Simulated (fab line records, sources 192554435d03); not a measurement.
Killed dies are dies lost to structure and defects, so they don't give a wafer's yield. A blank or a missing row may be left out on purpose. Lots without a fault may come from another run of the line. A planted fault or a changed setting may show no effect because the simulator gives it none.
fab line records | flow n5_finfet
record lots=5 wafers=15 last_day=14
route steps=1938 shown BEOL_M9@1456 BEOL_M10@1470
lots that met no fault: from a run of the same line without faults
start_h: hours from the record's first day to the start of the lot's first wafer shown | wait_h: hours since the lot's step before | " the same as in the row above | L1.1+2: a row that stands for several wafers | - no value, or no start given | * or withheld: withheld | < > ~ a bound
route shown NAME@n: a module of which the file shows steps, and the number in the route of the first | usual: mean/standard deviation of fault-free wafers | same: alike in all rows | chamber/n: place in a boat | sites: the reading at each site | _std_site: their standard deviation | _edge_site: outer sites' mean less inner sites' | radius_mm: how far each site lies from the wafer's centre | mask NAME#n: copy n | behind: the tool/chamber that last shaped the wafer | hold: why the lot was held/for how many hours/how that ended | device: the transistor (n, p or np) that didn't switch | end of line: the same wafers' tests at the end of the route | a step without rows: its recipe alone | killed: dies lost to structure and defects at the first sort, not the wafer's yield | map: a wafer's dies, x killed, . not, _ none there
set.NAME: the setting as run; set.NAME@STEP: as run at that earlier step | model.NAME: the simulator's own value behind a step, which no gauge read
lots at some steps of the route; a table a step, a row a wafer
services: from which hour (start_h, from the record's first day; less than 0 if before it) a tool's chamber was out of use, for how many hours, and why
## steps
# step N5_BEOL_M9_DEGAS_44
# recipe ambient=vacuum temp_c=250 time_s=60
# usual heater_power_w=343/43
# columns lot.wafer tool chamber start_h wait_h heater_power_w
L076.1 pvd_sputter-01 - 236.44 0.3 343
L076.3 " - " " 298
L076.6 " - " " 371
L077.2 pvd_sputter-01 - 243.50 0.5 294
L077.3 " - " " 372
L077.6 " - " " 365
L081.1 pvd_sputter-02 - 254.36 0.3 292
L081.4 " - " " 470
L081.6 " - " " 295
L082.1 pvd_sputter-02 - 264.61 0.3 301
L082.5 " - " " 299
L082.6 " - " " 455
L083.1 pvd_sputter-01 - 278.99 0.5 362
L083.3 " - " " 297
L083.5 " - " " 369
# step N5_BEOL_M9_PRE_CLEAN_45
# recipe gas=H2/He time_s=30 temp_c=250
# usual heater_power_w=343/42
# columns lot.wafer tool chamber start_h wait_h heater_power_w
L076.1 pvd_sputter-01 - 236.48 0.0 342
L076.3 " - " " 291
L076.6 " - " " 364
L077.2 pvd_sputter-01 - 243.54 0.0 297
L077.3 " - " " 356
L077.6 " - " " 379
L081.1 pvd_sputter-02 - 254.40 0.0 299
L081.4 " - " " 447
L081.6 " - " " 296
L082.1 pvd_sputter-02 - 264.65 0.0 301
L082.5 " - " " 303
L082.6 " - " " 459
L083.1 pvd_sputter-01 - 279.03 0.0 376
L083.3 " - " " 297
L083.5 " - " " 381
# step N5_BEOL_M9_ALD_74
# recipe material=TaN target_thk_a=20 temp_c=275 ald_precursor_family=PDMAT ald_co_reactant=NH3 pressure_torr=3 carrier_flow_sccm=1500 pulse_time_s=2 purge_time_s=3 co_reactant_purge_time_s=2 co_reactant_pulse_time_s=3 ald_cycles=40 precursor_vessel_temp_c=75 precursor_vessel_pressure_torr=26.25 precursor_vessel_carrier_sccm=1000
# usual heater_power_w=435/44
# columns lot.wafer tool chamber start_h wait_h heater_power_w
L076.1 ald_metal-01 2 236.59 0.1 504
L076.3 " 0 " " 435
L076.6 " 3 " " 463
L077.2 ald_metal-03 2 243.60 0.0 400
L077.3 " 0 " " 385
L077.6 " 3 " " 444
L081.1 ald_metal-01 0 254.49 0.1 449
L081.4 " 1 " " 373
L081.6 " 0 " " 451
L082.1 ald_metal-03 2 264.79 0.1 399
L082.5 " 0 " " 381
L082.6 " 3 " " 426
L083.1 ald_metal-03 2 279.09 0.0 395
L083.3 " 0 " " 389
L083.5 " 2 " " 400
# step N5_BEOL_M9_SURFACE_TREAT_79
# recipe gas=Ar time_s=* ion_energy_ev=* ion_current_ma_cm2=0.5 pressure_mtorr=* ar_flow_sccm=30
# usual throttle_valve_pct=*
# columns lot.wafer tool chamber start_h wait_h throttle_valve_pct
L076.1 pvd_sputter-03 - 237.47 0.8 *
L076.3 " - " " *
L076.6 " - " " *
L077.2 pvd_sputter-02 - 245.20 1.5 *
L077.3 " - " " *
L077.6 " - " " *
L081.1 pvd_sputter-02 - 254.84 0.2 *
L081.4 " - " " *
L081.6 " - " " *
L082.1 pvd_sputter-03 - 265.09 0.2 *
L082.5 " - " " *
L082.6 " - " " *
L083.1 pvd_sputter-03 - 279.45 0.2 *
L083.3 " - " " *
L083.5 " - " " *
# step N5_BEOL_M9_CVD_78
# recipe material=Co target_thk_a=20 temp_c=withheld precursor=CCTBA/H2 pressure_torr=30 time_s=138.9
# columns lot.wafer tool chamber start_h wait_h
L076.1+3+6 cvd_co-02 1,0,2 237.53 0.0
L077.2+3+6 cvd_co-02 2,1,2 245.26 0.0
L081.1+4+6 cvd_co-02 0,0,2 254.90 0.0
L082.1+5+6 cvd_co-02 0,0,1 265.15 0.0
L083.1+3+5 cvd_co-02 0,2,0 279.51 0.0
# step N5_BEOL_M9_SPUTTER_48
# recipe material=Cu target_thk_a=120 temp_c=-20 bias_v=60 power_w=26000 chamber_pressure_pa=0.13 time_s=2
# usual throttle_valve_pct=29.4/1.2
# columns lot.wafer tool chamber start_h wait_h throttle_valve_pct
L076.1 pvd_sputter-03 - 237.67 0.1 28.9
L076.3 " - " " 32.1
L076.6 " - " " 31.9
L077.2 pvd_sputter-02 - 245.48 0.2 28.1
L077.3 " - " " 28.8
L077.6 " - " " 28.1
L081.1 pvd_sputter-01 - 255.02 0.1 31.0
L081.4 " - " " 28.0
L081.6 " - " " 28.1
L082.1 pvd_sputter-03 - 265.37 0.2 29.4
L082.5 " - " " 32.0
L082.6 " - " " 29.4
L083.1 pvd_sputter-01 - 279.67 0.1 29.5
L083.3 " - " " 28.7
L083.5 " - " " 28.0
# step N5_BEOL_M9_ECD_50
# recipe material=Cu target_thk_a=3180
# columns lot.wafer tool chamber start_h wait_h
L076.1+3+6 ecd_cu-01 1,1,0 237.79 0.1
L077.2+3+6 ecd_cu-01 1 245.59 0.1
L081.1+4+6 ecd_cu-01 0,1,0 255.27 0.2
L082.1+5+6 ecd_cu-01 1,1,0 265.48 0.1
L083.1+3+5 ecd_cu-02 1,1,0 279.79 0.1
# step N5_BEOL_M9_ANNEAL_51
# recipe temp_c=225 time_s=90 ambient=N2
# usual wafer_temp_C_max=226.2/0.45
# columns lot.wafer tool chamber start_h wait_h wafer_temp_C_max
L076.1 rtp_anneal-02 0 237.90 0.1 227.0
L076.3 " 0 " " 226.6
L076.6 " 0 " " 227.2
L077.2 rtp_anneal-02 0 245.81 0.2 226.6
L077.3 " 0 " " 226.4
L077.6 " 0 " " 226.7
L081.1 rtp_anneal-01 0 255.65 0.3 225.8
L081.4 " 0 " " 226.1
L081.6 " 0 " " 225.9
L082.1 rtp_anneal-01 0 265.63 0.1 226.1
L082.5 " 0 " " 226.1
L082.6 " 0 " " 225.9
L083.1 rtp_anneal-01 0 280.04 0.2 225.8
L083.3 " 0 " " 225.4
L083.5 " 0 " " 225.6
# step N5_BEOL_M9_CMP_52
# recipe stop_on=SiCOH_lowk t_overpolish_s=7 down_force_psi=1 platen_rpm=50 clearing_platen_down_force_psi=1.5 clearing_platen_rpm=50 post_cmp_clean=cu_alkaline target_thk_nm=140 clearing_platen_pad_velocity_m_s=0.99484 pad_velocity_m_s=0.99484
# usual barrier_field_endpoint_s=28.6/0.64 motor_current_A=6.2/0.65 overpolish_run_s=6.999/0.0088 slurry_filter_dp_kPa=13.52/0.13 time_to_endpoint_s=65/3.1
# columns lot.wafer tool chamber start_h wait_h barrier_field_endpoint_s motor_current_A overpolish_run_s slurry_filter_dp_kPa time_to_endpoint_s
L076.3 cmp-04 3 238.23 0.2 27.9 5.7 7.010 13.46 67
L076.1 " 1 " " 29.3 7.2 7.002 13.63 71
L076.6 " 3 " " 28.8 5.8 7.000 13.43 69
L077.2 cmp-03 0 246.11 0.3 29.0 6.3 6.996 13.67 70
L077.3 " 1 " " 27.6 6.1 7.026 13.52 61
L077.6 " 3 " " 28.9 5.3 7.003 13.44 59
L081.4 cmp-01 1 255.95 0.1 28.2 6.2 7.011 13.48 60
L081.1 " 0 " " 27.5 7.1 6.988 13.69 61
L081.6 " 2 " " 28.5 5.5 6.996 13.57 65
L082.1 cmp-01 1 265.92 0.3 28.6 7.0 6.989 13.28 62
L082.6 " 1 " " 28.4 6.5 7.004 13.63 59
L082.5 " 2 " " 28.4 5.4 7.003 13.46 62
L083.1 cmp-01 1 280.38 0.3 28.4 6.7 6.990 13.64 64
L083.3 " 2 " " 28.7 5.6 7.010 13.58 64
L083.5 " 1 " " 28.9 6.7 6.998 13.42 65
# step N5_BEOL_M9_THK_MEAS_53
# recipe thk_meas_gauge=xrf reads=Cu_of_BEOL_M9_ECD_50
# usual M9_THK=137/3.2
# columns lot.wafer tool chamber start_h wait_h M9_THK[nm]
L076.1 film_metro-01 - 238.49 - 141
L076.3 " - " " 140
L076.6 " - " " 141
L077.2 film_metro-01 - 246.37 - 142
L077.3 " - " " 135
L077.6 " - " " 138
L081.1 film_metro-01 - 256.24 - 136
L081.4 " - " " 137
L081.6 " - " " 133
L082.1 film_metro-01 - 266.22 - 137
L082.5 " - " " 137
L082.6 " - " " 135
L083.1 film_metro-01 - 280.63 - 134
L083.3 " - " " 140
L083.5 " - " " 140
# step N5_BEOL_M9_PRE_CLEAN_55
# recipe gas=NH3 time_s=15 temp_c=withheld rf_power_w=300
# columns lot.wafer tool chamber start_h wait_h
L076.1+3+6 pecvd-01 2,1,2 238.53 0.0
L077.2+3+6 pecvd-04 2,0,2 246.40 0.0
L081.1+4+6 pecvd-02 2,0,1 256.28 0.0
L082.1+5+6 pecvd-01 0,0,2 266.26 0.0
L083.1+3+5 pecvd-02 0,2,0 280.67 0.0
# step N5_BEOL_M9_DEP_56
# recipe material=SiCN target_thk_a=150 temp_c=withheld precursor=3MS/NH3 pressure_torr=3 rf_w=202 time_s=26.5
# usual showerhead_plenum_p_Torr=3.665/0.013 throttle_valve_pct=9.1/0.53
# columns lot.wafer tool chamber start_h wait_h showerhead_plenum_p_Torr throttle_valve_pct
L076.1 pecvd-01 2 238.55 0.0 3.681 8.5
L076.3 " 1 " " 3.650 9.8
L076.6 " 2 " " 3.675 8.4
L077.2 pecvd-04 2 246.43 0.0 3.667 9.1
L077.3 " 0 " " 3.675 9.3
L077.6 " 2 " " 3.668 9.3
L081.1 pecvd-02 2 256.30 0.0 3.665 8.5
L081.4 " 0 " " 3.665 9.0
L081.6 " 1 " " 3.650 9.2
L082.1 pecvd-01 0 266.28 0.0 3.688 9.9
L082.5 " 0 " " 3.682 9.8
L082.6 " 2 " " 3.687 8.7
L083.1 pecvd-02 0 280.70 0.0 3.671 9.0
L083.3 " 2 " " 3.670 8.5
L083.5 " 0 " " 3.661 9.1
# step N5_BEOL_M9_RS_MEAS_57
# recipe thk_meas_gauge=four-point-probe reads=Cu_of_BEOL_M9_ECD_50+Co_of_BEOL_M9_CVD_78+TaN_of_BEOL_M9_ALD_74
# usual M9_RS=0.154/0.0039
# columns lot.wafer tool chamber start_h wait_h M9_RS[ohm/sq]
L076.1 film_metro-02 - 238.63 0.1 0.150
L076.3 " - " " 0.151
L076.6 " - " " 0.150
L077.2 film_metro-02 - 246.50 0.1 0.149
L077.3 " - " " 0.158
L077.6 " - " " 0.154
L081.1 film_metro-01 - 256.38 0.1 0.154
L081.4 " - " " 0.154
L081.6 " - " " 0.157
L082.1 film_metro-02 - 266.35 0.1 0.154
L082.5 " - " " 0.154
L082.6 " - " " 0.155
L083.1 film_metro-02 - 280.77 0.1 0.158
L083.3 " - " " 0.150
L083.5 " - " " 0.150
# step N5_BEOL_M9_INSPECT_58
# recipe inspect_instrument=darkfield mode=post_dep
# usual raw_defect_count=76/27
# columns lot.wafer tool chamber start_h wait_h raw_defect_count
L076.1 defect_inspect-01 - 238.65 0.0 66
L076.3 " - " " 62
L076.6 " - " " 56
L077.2 defect_inspect-01 - 246.53 0.0 101
L077.3 " - " " 66
L077.6 " - " " 71
L081.1 defect_inspect-02 - 256.40 0.0 58
L081.4 " - " " 79
L081.6 " - " " 75
L082.1 defect_inspect-02 - 266.38 0.0 61
L082.5 " - " " 59
L082.6 " - " " 49
L083.1 defect_inspect-02 - 280.80 0.0 88
L083.3 " - " " 112
L083.5 " - " " 56
# step N5_BEOL_M10_ILD_DEP_00
# recipe material=SiCOH_lowk target_thk_a=3085.1 temp_c=300 precursor=DEMS/porogen pressure_torr=5 rf_w=500 time_s=58
# usual heater_power_w=313/60 showerhead_plenum_p_Torr=5.742/0.018 throttle_valve_pct=14.0/0.64
# columns lot.wafer tool chamber start_h wait_h heater_power_w showerhead_plenum_p_Torr throttle_valve_pct
L076.1 pecvd-04 0 238.69 0.0 294 5.753 14.3
L076.3 " 1 " " 410 5.740 12.4
L076.6 " 2 " " 389 5.750 14.1
L077.2 pecvd-01 1 246.57 0.0 307 5.726 14.6
L077.3 " 2 " " 325 5.743 13.0
L077.6 " 2 " " 345 5.750 12.9
L081.1 pecvd-03 2 256.44 0.0 295 5.722 13.8
L081.4 " 1 " " 378 5.761 14.0
L081.6 " 0 " " 232 5.714 13.9
L082.1 pecvd-03 0 266.42 0.0 222 5.751 14.0
L082.5 " 2 " " 295 5.730 13.8
L082.6 " 0 " " 229 5.728 13.9
L083.1 pecvd-03 2 280.83 0.0 328 5.725 13.7
L083.3 " 1 " " 351 5.747 14.3
L083.5 " 0 " " 209 5.735 13.9
# step N5_BEOL_M10_CURE_71
# recipe temp_c=385 time_s=240 ambient=He/Ar material=SiCOH_lowk
# usual lamp_power_pct=52.31/0.061 wafer_temp_C_max=387.2/0.75
# columns lot.wafer tool chamber start_h wait_h lamp_power_pct wafer_temp_C_max
L076.1 uv_cure-03 1 239.01 0.3 52.29 387.8
L076.3 " 1 " " 52.33 388.1
L076.6 " 1 " " 52.34 387.5
L077.2 uv_cure-03 2 246.80 0.2 52.34 386.9
L077.3 " 2 " " 52.24 386.5
L077.6 " 2 " " 52.41 386.4
L081.1 uv_cure-03 1 256.52 0.0 52.31 387.3
L081.4 " 1 " " 52.28 387.5
L081.6 " 1 " " 52.26 387.4
L082.1 uv_cure-01 0 266.50 0.0 52.42 388.3
L082.5 " 0 " " 52.35 387.7
L082.6 " 0 " " 52.40 388.0
L083.1 uv_cure-02 1 280.91 0.0 52.40 385.6
L083.3 " 1 " " 52.33 385.7
L083.5 " 1 " " 52.23 386.0
# step N5_BEOL_M10_THK_MEAS_01
# recipe reads=SiCOH_lowk_of_BEOL_M10_ILD_DEP_00
# usual M10_ILD_THK=267/4.2
# columns lot.wafer tool chamber start_h wait_h M10_ILD_THK[nm]
L076.1 film_metro-02 - 240.00 0.8 259
L076.3 " - " " 265
L076.6 " - " " 268
L077.2 film_metro-02 - 247.64 0.7 271
L077.3 " - " " 263
L077.6 " - " " 267
L081.1 film_metro-02 - 257.51 0.8 259
L081.4 " - " " 266
L081.6 " - " " 270
L082.1 film_metro-02 - 267.01 0.4 266
L082.5 " - " " 268
L082.6 " - " " 272
L083.1 film_metro-02 - 281.42 0.4 263
L083.3 " - " " 270
L083.5 " - " " 275
# step N5_BEOL_M10_PECVD_70
# recipe material=SiO2 target_thk_a=200 temp_c=400 precursor=TEOS/O2 pressure_torr=5.5 rf_w=450 teos_flow_sccm=53.8 gas=O2 flow_sccm=3000 time_s=22.7
# usual heater_power_w=730/110 showerhead_plenum_p_Torr=8.80/0.076 throttle_valve_pct=22.6/1.2
# columns lot.wafer tool chamber start_h wait_h heater_power_w showerhead_plenum_p_Torr throttle_valve_pct
L076.1 pecvd-01 1 240.04 0.0 729 8.71 24.1
L076.3 " 2 " " 751 8.87 20.7
L076.6 " 2 " " 752 8.86 21.2
L077.2 pecvd-01 0 247.67 0.0 804 8.91 23.9
L077.3 " 1 " " 685 8.72 24.0
L077.6 " 0 " " 818 8.90 23.6
L081.1 pecvd-04 1 257.55 0.0 868 8.72 20.2
L081.4 " 1 " " 877 8.73 19.9
L081.6 " 2 " " 780 8.79 22.5
L082.1 pecvd-04 0 267.05 0.0 677 8.85 23.1
L082.5 " 2 " " 873 8.79 22.4
L082.6 " 0 " " 689 8.85 23.1
L083.1 pecvd-03 2 281.46 0.0 668 8.76 22.5
L083.3 " 1 " " 699 8.87 23.2
L083.5 " 2 " " 654 8.74 22.3
# step N5_BEOL_M10_HM_DEP_02
# recipe material=TiN target_thk_a=200 temp_c=25 chamber_pressure_pa=0.49996
# usual throttle_valve_pct=29.5/1.2
# columns lot.wafer tool chamber start_h wait_h throttle_valve_pct
L076.1 pvd_sputter-01 - 240.18 0.1 28.1
L076.3 " - " " 28.7
L076.6 " - " " 28.4
L077.2 pvd_sputter-02 - 248.64 0.9 28.7
L077.3 " - " " 30.8
L077.6 " - " " 30.6
L081.1 pvd_sputter-03 - 258.22 0.7 32.0
L081.4 " - " " 31.4
L081.6 " - " " 28.7
L082.1 pvd_sputter-01 - 268.84 1.8 28.5
L082.5 " - " " 28.0
L082.6 " - " " 30.8
L083.1 pvd_sputter-01 - 282.77 1.3 28.5
L083.3 " - " " 30.9
L083.5 " - " " 28.0
# step N5_BEOL_M10_COAT_59
# recipe resist=SOC temp_c=250 time_s=60 spin_rpm=1500 resist_thk_nm=100
# columns lot.wafer tool chamber start_h wait_h
L076.1+3+6 litho_track-02 0 240.30 0.1
L077.2+3+6 litho_track-04 0 248.76 0.1
L081.1+4+6 litho_track-04 0 258.35 0.1
L082.1+5+6 litho_track-04 0 268.96 0.1
L083.1+3+5 litho_track-01 0 282.90 0.1
# step N5_BEOL_M10_COAT_60
# recipe resist=SiARC temp_c=220 time_s=60 spin_rpm=1500 resist_thk_nm=30
# columns lot.wafer tool chamber start_h wait_h
L076.1+3+6 litho_track-02 0 - -
L077.2+3+6 litho_track-04 0 - -
L081.1+4+6 litho_track-04 0 - -
L082.1+5+6 litho_track-04 0 - -
L083.1+3+5 litho_track-01 0 - -
# step N5_BEOL_M10_COAT_05
# recipe resist=CAR-ArF spin_rpm=1500 resist_thk_nm=90
# columns lot.wafer tool chamber start_h wait_h
L076.1+3+6 litho_track-02 0 - -
L077.2+3+6 litho_track-04 0 - -
L081.1+4+6 litho_track-04 0 - -
L082.1+5+6 litho_track-04 0 - -
L083.1+3+5 litho_track-01 0 - -
# step N5_BEOL_M10_EBR_07
# recipe solvent=PGMEA ebr_width_mm=1.5
# columns lot.wafer tool chamber start_h wait_h
L076.1+3+6 litho_track-02 0 - -
L077.2+3+6 litho_track-04 0 - -
L081.1+4+6 litho_track-04 0 - -
L082.1+5+6 litho_track-04 0 - -
L083.1+3+5 litho_track-01 0 - -
# step N5_BEOL_M10_SOFTBAKE_06
# recipe temp_c=110 time_s=60 resist=CAR-ArF
# columns lot.wafer tool chamber start_h wait_h
L076.1+3+6 litho_track-02 0 - -
L077.2+3+6 litho_track-04 0 - -
L081.1+4+6 litho_track-04 0 - -
L082.1+5+6 litho_track-04 0 - -
L083.1+3+5 litho_track-01 0 - -
# step N5_BEOL_M10_EXPOSE_08
# recipe mask_id=M10 na=1.35 source_shape=dipole sigma_inner=0.411 sigma_outer=0.611 polarization=te dose_mj=53.75
# same na=1.35
# columns lot.wafer tool chamber start_h wait_h mask
L076.1+3+6 arfi_scanner-01 0 240.55 - M10#0
L077.2+3+6 arfi_scanner-01 0 249.01 - M10#0
L081.1+4+6 arfi_scanner-03 0 258.59 - M10#0
L082.1+5+6 arfi_scanner-03 0 269.08 - M10#0
L083.1+3+5 arfi_scanner-03 0 283.01 - M10#0
# step N5_BEOL_M10_PEB_09
# recipe peb_temp_c=withheld peb_time_s=60 resist=CAR-ArF
# columns lot.wafer tool chamber start_h wait_h
L076.1+3+6 litho_track-04 0 240.60 0.1
L077.2+3+6 litho_track-01 0 249.07 0.0
L081.1+4+6 litho_track-04 0 258.65 0.1
L082.1+5+6 litho_track-04 0 269.14 0.1
L083.1+3+5 litho_track-02 0 283.07 0.1
# step N5_BEOL_M10_DEVELOP_10
# recipe develop_time_s=30 developer=TMAH resist=CAR-ArF rinse_liquid=diw dry=air_spin dev_temp_c=23
# columns lot.wafer tool chamber start_h wait_h
L076.1+3+6 litho_track-04 0 - -
L077.2+3+6 litho_track-01 0 - -
L081.1+4+6 litho_track-04 0 - -
L082.1+5+6 litho_track-04 0 - -
L083.1+3+5 litho_track-02 0 - -
# step N5_BEOL_M10_CD_MEAS_11
# recipe target_cd_nm=64.1 landing_energy_ev=500 detector=se_inlens polarity=opening
# usual cd_nm=63.9/0.69
# columns lot.wafer tool chamber start_h wait_h cd_nm
L076.1 cd_sem-01 0 240.67 - 64.9
L076.3 " 0 " " 64.1
L076.6 " 0 " " 64.5
L077.2 cd_sem-03 0 249.13 - 63.5
L077.3 " 0 " " 64.0
L077.6 " 0 " " 64.9
L081.1 cd_sem-01 0 258.72 - 63.3
L081.4 " 0 " " 63.2
L081.6 " 0 " " 63.7
L082.1 cd_sem-02 0 269.21 - 63.9
L082.5 " 0 " " 63.5
L082.6 " 0 " " 64.2
L083.1 cd_sem-02 0 283.14 - 63.9
L083.3 " 0 " " 64.1
L083.5 " 0 " " 63.8
# step N5_BEOL_M10_OVL_MEAS_12
# recipe points_per_wafer=44
# usual M10_OVL=-0.2/0.65
# same points_per_wafer=44
# columns lot.wafer tool chamber start_h wait_h M10_OVL[nm]
L076.1 overlay-01 0 240.70 0.0 -0.7
L076.3 " 0 " " -0.9
L076.6 " 0 " " -0.1
L077.2 overlay-01 0 249.16 0.0 0.3
L077.3 " 0 " " -0.4
L077.6 " 0 " " 0.0
L081.1 overlay-01 0 258.75 0.0 -0.5
L081.4 " 0 " " 0.3
L081.6 " 0 " " 0.4
L082.1 overlay-01 0 269.24 0.0 0.1
L082.5 " 0 " " -0.7
L082.6 " 0 " " 0.3
L083.1 overlay-01 0 283.17 0.0 0.8
L083.3 " 0 " " 1.0
L083.5 " 0 " " 0.0
# step N5_BEOL_M10_INSPECT_13
# recipe mode=adi inspect_instrument=brightfield
# usual raw_defect_count=435/100
# columns lot.wafer tool chamber start_h wait_h raw_defect_count
L076.1 defect_inspect-02 - 240.73 0.0 278
L076.3 " - " " 439
L076.6 " - " " 365
L077.2 defect_inspect-02 - 249.19 0.0 590
L077.3 " - " " 471
L077.6 " - " " 422
L081.1 defect_inspect-01 - 258.77 0.0 404
L081.4 " - " " 554
L081.6 " - " " 371
L082.1 defect_inspect-02 - 269.26 0.0 387
L082.5 " - " " 337
L082.6 " - " " 325
L083.1 defect_inspect-02 - 283.19 0.0 325
L083.3 " - " " 381
L083.5 " - " " 245
# step N5_BEOL_M10_DESCUM_16
# recipe chemistry=O2 time_s=7.9 source_power_w=50 bias_power_w=20 pressure_mtorr=20 rf_frequency_hz=2.712e+07 temp_c=40 resist=CAR-ArF o2_flow_sccm=225
# usual drypump_motor_current_A=5.62/0.29 oes_product_au=0.81/0.067 rf_vpp_V=243.3/1.6 showerhead_plenum_p_Torr=2.10/0.081 throttle_valve_pct=20.34/0.28
# columns lot.wafer tool chamber start_h wait_h drypump_motor_current_A oes_product_au rf_hours_counter_h rf_vpp_V showerhead_plenum_p_Torr throttle_valve_pct
L076.1 rie_diel-01 2 240.76 0.0 5.85 0.74 151 242.7 2.04 20.54
L076.3 " 3 " " 5.49 0.93 17 245.9 2.24 19.99
L076.6 " 3 " " 5.50 0.93 - 246.0 2.24 19.99
L077.2 rie_diel-01 0 249.22 0.0 5.70 0.79 78 241.3 2.04 20.50
L077.3 " 1 " " 5.52 0.90 30 243.8 2.12 20.13
L077.6 " 0 " " 5.69 0.81 - 242.0 2.04 20.48
L081.1 rie_diel-06 2 258.96 0.2 5.16 0.84 60 242.9 2.13 20.49
L081.4 " 1 " " 5.97 0.86 76 244.7 2.21 20.20
L081.6 " 2 " " 5.14 0.84 - 243.5 2.13 20.50
L082.1 rie_diel-02 0 269.78 0.5 5.95 0.82 106 243.8 2.09 20.39
L082.5 " 2 " " 5.34 0.85 - 242.7 2.02 19.94
L082.6 " 1 " " 5.58 0.88 - 245.7 2.20 19.96
L083.1 rie_diel-06 1 283.23 0.0 5.96 0.86 85 246.0 2.21 20.21
L083.3 " 3 " " 5.27 0.80 101 241.2 2.01 20.64
L083.5 " 2 " " 5.12 0.84 - 244.7 2.13 20.52
# step N5_BEOL_M10_ETCH_61
# recipe chemistry=CF4 target=SiARC target_depth_a=390 mask_material=CAR-ArF time_s=65 ion_energy_ev=80 pressure_mtorr=40 source_w=545 bias_w=36 Ar_flow_sccm=100 cf4_flow_sccm=100 ends=cleared
# usual cf4_flow_sccm=99.99/0.27 drypump_motor_current_A=5.62/0.29 etch_rf_on_time_s=64.5/2.3 oes_product_au=0.70/0.061 rf_vpp_V=184.1/1.2 showerhead_plenum_p_Torr=2.14/0.085 throttle_valve_pct=15.51/0.26
# columns lot.wafer tool chamber start_h wait_h cf4_flow_sccm drypump_motor_current_A etch_rf_on_time_s oes_product_au rf_hours_counter_h rf_vpp_V showerhead_plenum_p_Torr throttle_valve_pct
L076.1 rie_diel-01 2 240.80 0.0 99.73 5.85 67.5 0.63 151 182.3 2.06 15.44
L076.3 " 3 " " 100.06 5.51 63.3 0.82 17 185.6 2.26 15.08
L076.6 " 3 " " 100.17 5.50 63.5 0.81 - 185.7 2.26 15.06
L077.2 rie_diel-01 0 249.26 0.0 99.90 5.65 60.2 0.72 78 182.9 2.09 15.65
L077.3 " 1 " " 99.92 5.53 61.7 0.78 30 185.5 2.15 15.18
L077.6 " 0 " " 99.80 5.68 59.5 0.73 - 183.6 2.09 15.66
L081.1 rie_diel-06 2 258.99 0.0 99.58 5.13 65.2 0.73 60 183.5 2.17 15.58
L081.4 " 1 " " 100.36 5.97 61.9 0.74 76 184.6 2.28 15.40
L081.6 " 2 " " 99.89 5.11 64.5 0.73 - 184.5 2.17 15.57
L082.1 rie_diel-02 0 269.81 0.0 100.15 5.96 63.3 0.70 106 182.4 2.15 15.66
L082.5 " 2 " " 100.22 5.34 65.2 0.72 - 182.7 2.08 15.19
L082.6 " 1 " " 100.37 5.53 66.0 0.73 - 184.6 2.28 15.41
L083.1 rie_diel-06 1 283.26 0.0 99.75 5.97 62.5 0.73 85 185.5 2.27 15.43
L083.3 " 3 " " 100.11 5.27 68.0 0.68 101 182.5 2.10 16.01
L083.5 " 2 " " 100.47 5.15 65.1 0.72 - 184.8 2.17 15.59
# step N5_BEOL_M10_ETCH_62
# recipe chemistry=N2/H2 target=SOC target_depth_a=1100 overetch_a=220 mask_material=SiARC temp_c=40 time_s=165 ion_energy_ev=200 pressure_mtorr=30 source_w=840 bias_w=150 n2_flow_sccm=200 h2_flow_sccm=200
# usual drypump_motor_current_A=5.62/0.29 oes_product_au=0.69/0.054 rf_vpp_V=524/3.1 showerhead_plenum_p_Torr=2.55/0.1 throttle_valve_pct=17.76/0.28
# columns lot.wafer tool chamber start_h wait_h drypump_motor_current_A oes_product_au rf_hours_counter_h rf_vpp_V showerhead_plenum_p_Torr throttle_valve_pct
L076.1 rie_diel-01 2 240.85 0.0 5.83 0.65 151 520 2.43 17.76
L076.3 " 3 " " 5.51 0.80 17 530 2.70 17.26
L076.6 " 3 " " 5.53 0.81 - 529 2.71 17.26
L077.2 rie_diel-01 0 249.31 0.0 5.69 0.69 78 522 2.50 18.06
L077.3 " 1 " " 5.54 0.76 30 527 2.64 17.95
L077.6 " 0 " " 5.74 0.68 - 521 2.50 18.07
L081.1 rie_diel-06 2 259.04 0.0 5.15 0.73 60 526 2.56 17.69
L081.4 " 1 " " 5.98 0.71 76 529 2.68 17.49
L081.6 " 2 " " 5.14 0.72 - 525 2.56 17.69
L082.1 rie_diel-02 0 269.86 0.0 5.96 0.68 106 524 2.59 18.01
L082.5 " 2 " " 5.38 0.72 - 523 2.50 17.53
L082.6 " 1 " " 5.57 0.73 - 528 2.71 17.55
L083.1 rie_diel-06 1 283.31 0.0 5.98 0.71 85 528 2.68 17.51
L083.3 " 3 " " 5.30 0.69 101 522 2.45 18.13
L083.5 " 2 " " 5.15 0.72 - 525 2.55 17.70
# step N5_BEOL_M10_STRIP_68
# recipe chemistry=N2/H2 temp_c=40 n2_flow_sccm=200 h2_flow_sccm=200 rf_frequency_hz=6e+07
# columns lot.wafer tool chamber start_h wait_h
L076.1+3+6 rie_diel-01 2,3,3 240.98 0.1
L077.2+3+6 rie_diel-01 0,1,0 249.44 0.1
L081.1+4+6 rie_diel-06 2,1,2 259.18 0.1
L082.1+5+6 rie_diel-02 0,2,1 270.00 0.1
L083.1+3+5 rie_diel-06 1,3,2 283.45 0.1
## services
# columns tool chamber start_h hours kind
arfi_scanner-01 - 213.61 1.3 pm
cmp-03 - 216.72 4.0 pm
arfi_scanner-03 - 216.93 0.8 repair
uv_cure-03 - 218.38 2.8 pm
arfi_scanner-03 - 219.99 0.8 pm
cmp-03 - 220.72 - consumable_replace:conditioner
cmp-03 - 220.72 - consumable_replace:pad
arfi_scanner-03 - 221.17 1.3 pm
pecvd-02 - 221.51 0.5 repair
arfi_scanner-03 - 224.23 9.5 repair
rie_diel-02 2 227.14 8.3 repair
uv_cure-01 - 232.18 6.0 pm
cmp-03 - 232.99 1.4 repair
ald_metal-03 1 237.23 2.4 repair
arfi_scanner-01 - 242.74 1.1 repair
pecvd-04 - 242.81 2.6 repair
pecvd-01 - 251.47 0.4 repair
cmp-04 - 274.57 4.0 pm
cmp-04 - 278.57 - consumable_replace:conditioner
cmp-04 - 278.57 - consumable_replace:pad
## key
fault none
